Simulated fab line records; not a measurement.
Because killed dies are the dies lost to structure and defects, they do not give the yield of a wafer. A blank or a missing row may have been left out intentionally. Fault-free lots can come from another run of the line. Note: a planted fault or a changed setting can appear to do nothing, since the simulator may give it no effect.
Which of the tools did it? ; flow n5Finfet ; 24 lots, 72 wafers sampled, at 6 steps of a route of 1938

## WHAT EACH GAUGE READ, for each wafer
N5_BEOL_M0_CUTY_OVL_MEAS_58. Usual: for M0_ABLK_OVL the level is 0.5 nm and the standard deviation is 0.71.
lot;measured;on;M0_ABLK_OVL (nm);flag
L074;day 5 18:15;overlay-02;0.5 -1.2 0.9;
L075;day 6 00:25;overlay-01;0.5 2.0 1.1;
L076;day 6 05:20;overlay-02;-0.8 0.5 -0.1;
L077;day 6 13:27;overlay-02;0.6 1.1 2.2;
L078;day 6 15:25;overlay-02;1.4 -0.1 0.7;
L080;day 7 01:03;overlay-02;0.7 0.6 0.3;
L079;day 7 07:12;overlay-01;0.2 -0.1 -0.5;
L081;day 7 13:25;overlay-02;0.2 1.1 1.4;
L082;day 7 22:41;overlay-02;0.2 0.6 1.4;
L083;day 8 01:50;overlay-02;0.2 -0.3 0.5;
L084;day 8 05:59;overlay-02;0.8 0.9 -0.7;
L085;day 8 17:36;overlay-01;-0.6 1.4 0.1;
L086;day 8 20:41;overlay-02;1.5 0.4 1.4;
L087;day 9 00:47;overlay-02;-0.3 -0.3 -0.1;
L088;day 9 10:57;overlay-01;1.8 -0.1 0.7;
L089;day 9 12:00;overlay-02;0.5 0.9 0.9;
L090;day 9 16:15;overlay-01;-0.5 0.3 -0.3;
L091;day 10 05:05;overlay-01;0.1 -0.6 1.9;
L092;day 10 08:17;overlay-01;-0.1 0.5 0.7;
L093;day 10 08:50;overlay-02;0.6 0.5 0.9;
L094;day 10 15:25;overlay-02;0.3 0.8 -0.5;
L095;day 10 18:33;overlay-02;0.4 -1.2 -0.5;
L096;day 11 06:58;overlay-01;0.3 -0.4 -1.1;
L097;day 11 10:37;overlay-01;1.2 0.8 0.4;

N5_BEOL_M0_INSPECT_127: inspects for defects (darkfield). Usual: rawDefectCount 69, standard deviation 23.
lot;measured;on;rawDefectCount;flag
L074;day 6 01:08;defectInspect-02;99 120 125;
L075;day 6 05:10;defectInspect-01;74 51 82;
L076;day 6 10:35;defectInspect-02;84 87 80;
L077;day 6 18:29;defectInspect-01;86 49 93;
L078;day 6 20:50;defectInspect-01;62 66 69;
L080;day 7 08:25;defectInspect-01;65 58 41;
L079;day 7 12:47;defectInspect-01;103 54 81;
L081;day 7 19:44;defectInspect-01;46 52 61;
L082;day 8 04:37;defectInspect-01;78 45 55;
L083;day 8 06:17;defectInspect-01;92 84 36;
L084;day 8 14:58;defectInspect-02;41 31 71;
L085;day 8 21:57;defectInspect-01;57 43 62;
L086;day 9 02:19;defectInspect-02;53 49 52;
L087;day 9 08:22;defectInspect-01;52 38 71;
L088;day 9 18:11;defectInspect-02;63 56 82;
L089;day 9 17:32;defectInspect-01;74 80 90;
L090;day 9 22:22;defectInspect-02;39 53 37;
L091;day 10 12:26;defectInspect-01;59 76 57;
L092;day 10 15:23;defectInspect-02;92 98 62;
L093;day 10 16:47;defectInspect-01;56 45 71;
L094;day 10 20:32;defectInspect-02;70 61 119;
L095;day 11 02:10;defectInspect-01;97 63 65;
L096;day 11 15:21;defectInspect-02;80 155 138;
L097;day 11 17:05;defectInspect-02;63 40 55;

## WHAT TOOL EACH LOT RAN ON (gives the tool, then ch and the chambers of the sampled wafers, and finally the start)
lot;N5_BEOL_M0_SAQP_SPACER2_ETCHBACK_27;N5_BEOL_M0_CUTY_ETCH_63;N5_BEOL_M0_SPUTTER_132;N5_BEOL_M0_SPUTTER_134
L074;rieDiel-01 ch 2,3, day 5 16:12;rieDiel-04 ch 1,2,3, day 5 18:23;pvdSputter-02, day 5 23:49;pvdSputter-02, day 5 23:56
L075;rieDiel-02 ch 1,2, day 5 22:19;rieDiel-04 ch 0,1,3, day 6 01:08;pvdSputter-03, day 6 03:48;pvdSputter-03, day 6 03:55
L076;rieDiel-01 ch 0,2,3, day 6 02:43;rieDiel-03 ch 2,3, day 6 05:28;pvdSputter-01, day 6 08:34;pvdSputter-01, day 6 08:41
L077;rieDiel-02 ch 0,1,2, day 6 10:52;rieDiel-05 ch 0,1,3, day 6 13:35;pvdSputter-03, day 6 16:42;pvdSputter-03, day 6 16:49
L078;rieDiel-01 ch 0,1,2, day 6 13:17;rieDiel-04 ch 0,1,2, day 6 15:33;pvdSputter-03, day 6 19:11;pvdSputter-03, day 6 19:18
L080;rieDiel-06 ch 0,2,3, day 6 22:50;rieDiel-03 ch 0,3, day 7 01:15;pvdSputter-03, day 7 07:07;pvdSputter-03, day 7 07:14
L079;rieDiel-01 ch 0,1,2, day 7 04:58;rieDiel-05 ch 1,2,3, day 7 07:20;pvdSputter-01, day 7 11:28;pvdSputter-01, day 7 11:35
L081;rieDiel-02 ch 1,2, day 7 11:26;rieDiel-05 ch 0,1,2, day 7 13:33;pvdSputter-01, day 7 17:20;pvdSputter-01, day 7 17:28
L082;rieDiel-06 ch 2,3, day 7 20:50;rieDiel-05 ch 0,3, day 7 23:09;pvdSputter-01, day 8 03:14;pvdSputter-01, day 8 03:22
L083;rieDiel-01 ch 1,2, day 7 23:36;rieDiel-05 ch 0,3, day 8 02:01;pvdSputter-02, day 8 04:58;pvdSputter-02, day 8 05:05
L084;rieDiel-02 ch 0,2,3, day 8 03:26;rieDiel-05 ch 2,3, day 8 06:15;pvdSputter-02, day 8 13:29;pvdSputter-02, day 8 13:37
L085;rieDiel-06 ch 0,1,3, day 8 15:14;rieDiel-04 ch 1,2,3, day 8 18:11;pvdSputter-01, day 8 20:37;pvdSputter-01, day 8 20:44
L086;rieDiel-01 ch 0,1,2, day 8 18:04;rieDiel-03 ch 0,3, day 8 20:50;pvdSputter-03, day 9 01:01;pvdSputter-03, day 9 01:08
L087;rieDiel-06 ch 1,2, day 8 22:36;rieDiel-03 ch 0,2,3, day 9 01:01;pvdSputter-03, day 9 06:51;pvdSputter-03, day 9 06:58
L088;rieDiel-01 ch 0,1,3, day 9 08:58;rieDiel-04 ch 1,2, day 9 11:05;pvdSputter-01, day 9 16:44;pvdSputter-01, day 9 16:51
L089;rieDiel-06 ch 1,2,3, day 9 10:02;rieDiel-05 ch 0,1,2, day 9 12:08;pvdSputter-01, day 9 16:11;pvdSputter-01, day 9 16:19
L090;rieDiel-01 ch 0,2,3, day 9 14:17;rieDiel-04 ch 0,2,3, day 9 16:29;pvdSputter-01, day 9 21:01;pvdSputter-01, day 9 21:08
L091;rieDiel-01 ch 0,1,3, day 10 02:35;rieDiel-03 ch 0,1,3, day 10 05:13;pvdSputter-02, day 10 11:07;pvdSputter-02, day 10 11:14
L092;rieDiel-01 ch 0,3, day 10 06:18;rieDiel-05 ch 1,3, day 10 08:28;pvdSputter-01, day 10 13:43;pvdSputter-01, day 10 13:50
L093;rieDiel-01 ch 1,2,3, day 10 06:46;rieDiel-04 ch 1,2, day 10 08:58;pvdSputter-03, day 10 15:28;pvdSputter-03, day 10 15:35
L094;rieDiel-02 ch 0,1,3, day 10 13:18;rieDiel-05 ch 0,2,3, day 10 15:33;pvdSputter-02, day 10 19:14;pvdSputter-02, day 10 19:21
L095;rieDiel-02 ch 2,3, day 10 16:43;rieDiel-03 ch 0,1,2, day 10 19:09;pvdSputter-01, day 11 00:48;pvdSputter-01, day 11 00:55
L096;rieDiel-06 ch 1,2, day 11 05:07;rieDiel-04 ch 0,1,3, day 11 07:43;pvdSputter-02, day 11 14:02;pvdSputter-02, day 11 14:09
L097;rieDiel-06 ch 0,1,2, day 11 08:32;rieDiel-03 ch 0,1, day 11 11:02;pvdSputter-01, day 11 15:41;pvdSputter-01, day 11 15:48
- N5_BEOL_M0_SAQP_SPACER2_ETCHBACK_27: etches SiO2 in CHF3/O2, target depth 22.5 nm, time 11.25 s.
- N5_BEOL_M0_CUTY_ETCH_63: etches SOC in N2/H2, target depth 82.7 nm, overetch 16.5 nm, time 124 s.
- N5_BEOL_M0_SPUTTER_132: material Cu, target thk 4 nm, time 7.37 s.
- N5_BEOL_M0_SPUTTER_134: material Cu, target thk 4 nm, time 7.37 s.

## WHAT THE TOOLS THEMSELVES READ (means of the sampled wafers that have a number; where no wafer has one, the mark that the record gives instead)
N5_BEOL_M0_SAQP_SPACER2_ETCHBACK_27. Usual: drypumpMotorCurrentA 5.5 A, standard deviation 0.52; mfcArSccm 200.0 sccm, standard deviation 0.65; oesProductAu 0.75 a.u., standard deviation 0.048; rfVppV 522 V, standard deviation 5.5; showerheadPlenumPTorr 2.37 Torr, standard deviation 0.085; throttleValvePct 18.88 %, standard deviation 0.19.
lot;tool;drypumpMotorCurrentA (A);mfcArSccm (sccm);oesProductAu (a.u.);rfVppV (V);showerheadPlenumPTorr (Torr);throttleValvePct (%);flag
L074;rieDiel-01;5.9;200.4;0.73;523;2.40;18.87;
L075;rieDiel-02;5.9;200.3;0.79;520;2.32;18.72;
L076;rieDiel-01;5.8;200.2;0.75;521;2.35;18.76;
L077;rieDiel-02;5.5;199.0;0.81;522;2.40;18.67;
L078;rieDiel-01;5.5;199.8;0.76;521;2.39;18.84;
L080;rieDiel-06;5.4;199.4;0.72;522;2.35;18.97;
L079;rieDiel-01;5.5;199.9;0.75;523;2.38;18.85;
L081;rieDiel-02;5.8;200.1;0.77;520;2.32;18.74;
L082;rieDiel-06;5.2;199.9;0.73;515;2.31;18.89;
L083;rieDiel-01;5.8;200.2;0.72;525;2.43;18.88;
L084;rieDiel-02;5.4;200.1;0.80;525;2.43;18.74;
L085;rieDiel-06;5.4;199.4;0.73;523;2.34;19.01;
L086;rieDiel-01;5.5;200.1;0.74;522;2.38;18.88;
L087;rieDiel-06;5.0;199.2;0.74;513;2.32;18.91;
L088;rieDiel-01;5.3;199.9;0.72;522;2.37;18.96;
L089;rieDiel-06;5.2;200.5;0.72;515;2.31;18.91;
L090;rieDiel-01;5.8;199.4;0.73;521;2.34;18.81;
L091;rieDiel-01;5.3;199.6;0.73;522;2.37;18.97;
L092;rieDiel-01;5.6;199.9;0.72;520;2.33;18.92;
L093;rieDiel-01;5.6;199.3;0.70;523;2.42;18.99;
L094;rieDiel-02;5.8;200.9;0.79;523;2.42;18.72;
L095;rieDiel-02;5.6;199.8;0.75;526;2.38;18.86;
L096;rieDiel-06;5.0;199.1;0.73;513;2.31;18.95;
L097;rieDiel-06;5.2;200.1;0.73;520;2.34;19.06;

N5_BEOL_M0_CUTY_ETCH_63. Usual: drypumpMotorCurrentA 6.0 A, standard deviation 0.38; h2FlowSccm 199.9 sccm, standard deviation 0.58; oesProductAu 0.65 a.u., standard deviation 0.073; rfVppV 523.7 V, standard deviation 2.2; showerheadPlenumPTorr 2.54 Torr, standard deviation 0.068; throttleValvePct 17.87 %, standard deviation 0.29.
lot;tool;drypumpMotorCurrentA (A);h2FlowSccm (sccm);oesProductAu (a.u.);rfVppV (V);showerheadPlenumPTorr (Torr);throttleValvePct (%);flag
L074;rieDiel-04;5.9;200.3;0.58;522.8;2.48;17.92;
L075;rieDiel-04;5.9;200.3;0.57;522.2;2.53;17.98;
L076;rieDiel-03;6.1;199.5;0.65;525.2;2.59;17.87;
L077;rieDiel-05;6.2;200.6;0.62;523.7;2.54;18.01;
L078;rieDiel-04;5.6;199.7;0.57;524.6;2.55;17.84;
L080;rieDiel-03;6.2;200.6;0.68;524.3;2.57;17.78;
L079;rieDiel-05;6.3;199.5;0.61;524.8;2.53;18.00;
L081;rieDiel-05;6.2;200.4;0.64;521.6;2.48;17.79;
L082;rieDiel-05;6.1;200.0;0.66;522.8;2.52;17.85;
L083;rieDiel-05;6.2;199.1;0.62;525.0;2.58;18.05;
L084;rieDiel-05;6.3;200.4;0.64;523.6;2.52;17.81;
L085;rieDiel-04;5.9;200.1;0.64;521.0;2.47;17.82;
L086;rieDiel-03;6.2;199.6;0.67;523.9;2.57;17.82;
L087;rieDiel-03;5.9;200.0;0.64;524.6;2.58;18.06;
L088;rieDiel-04;5.6;199.4;0.70;523.4;2.50;17.53;
L089;rieDiel-05;6.2;199.3;0.70;521.8;2.48;17.67;
L090;rieDiel-04;5.7;200.4;0.78;525.4;2.60;17.56;
L091;rieDiel-03;6.2;199.7;0.69;524.0;2.54;17.91;
L092;rieDiel-05;6.2;200.3;0.63;524.9;2.58;18.12;
L093;rieDiel-04;5.5;200.2;0.69;523.1;2.50;17.56;
L094;rieDiel-05;6.2;199.9;0.63;522.7;2.52;17.86;
L095;rieDiel-03;5.9;200.0;0.65;524.5;2.56;18.16;
L096;rieDiel-04;5.9;199.5;0.69;526.5;2.61;17.76;
L097;rieDiel-03;6.3;199.7;0.69;522.6;2.52;18.02;

N5_BEOL_M0_SPUTTER_132. Usual: throttleValvePct 29.6 %, standard deviation 1.2.
lot;tool;throttleValvePct (%);flag
L074;pvdSputter-02;28.2;
L075;pvdSputter-03;29.7;
L076;pvdSputter-01;29.0;
L077;pvdSputter-03;30.0;
L078;pvdSputter-03;29.5;
L080;pvdSputter-03;29.7;
L079;pvdSputter-01;29.3;
L081;pvdSputter-01;28.8;
L082;pvdSputter-01;29.4;
L083;pvdSputter-02;30.3;
L084;pvdSputter-02;29.4;
L085;pvdSputter-01;29.4;
L086;pvdSputter-03;30.6;
L087;pvdSputter-03;29.6;
L088;pvdSputter-01;29.5;
L089;pvdSputter-01;29.9;
L090;pvdSputter-01;29.9;
L091;pvdSputter-02;30.3;
L092;pvdSputter-01;29.3;
L093;pvdSputter-03;30.2;
L094;pvdSputter-02;30.3;
L095;pvdSputter-01;29.1;
L096;pvdSputter-02;30.3;
L097;pvdSputter-01;29.9;

N5_BEOL_M0_SPUTTER_134. Usual: throttleValvePct 29.6 %, standard deviation 1.2.
lot;tool;throttleValvePct (%);flag
L074;pvdSputter-02;28.2;
L075;pvdSputter-03;29.6;
L076;pvdSputter-01;28.9;
L077;pvdSputter-03;30.0;
L078;pvdSputter-03;29.7;
L080;pvdSputter-03;29.6;
L079;pvdSputter-01;29.4;
L081;pvdSputter-01;28.8;
L082;pvdSputter-01;29.5;
L083;pvdSputter-02;30.3;
L084;pvdSputter-02;29.3;
L085;pvdSputter-01;29.4;
L086;pvdSputter-03;30.5;
L087;pvdSputter-03;29.6;
L088;pvdSputter-01;29.5;
L089;pvdSputter-01;29.8;
L090;pvdSputter-01;29.9;
L091;pvdSputter-02;30.3;
L092;pvdSputter-01;29.3;
L093;pvdSputter-03;30.2;
L094;pvdSputter-02;30.4;
L095;pvdSputter-01;29.1;
L096;pvdSputter-02;30.3;
L097;pvdSputter-01;29.8;

## THE ANSWER, worked out from the rows above alone
Rule: take the mean of a lot's wafers that have a number; if it is more than 3 standard deviations from the usual mean, the lot is off. Also off: a lot with no number at a reading for which 4 or more lots have one. Where the step has rows for the other lots, those lots are counted as sound. First the gauges in route order, then the tools' own readings, where a lot's mean is used as printed above. At the first step where some lot is off, the reading lying furthest off is the one used; lots without a number count as furthest.
No lot is off on any of the readings shown, so nothing can be concluded from this.

## WHAT THE SIMULATOR HAD PUT IN
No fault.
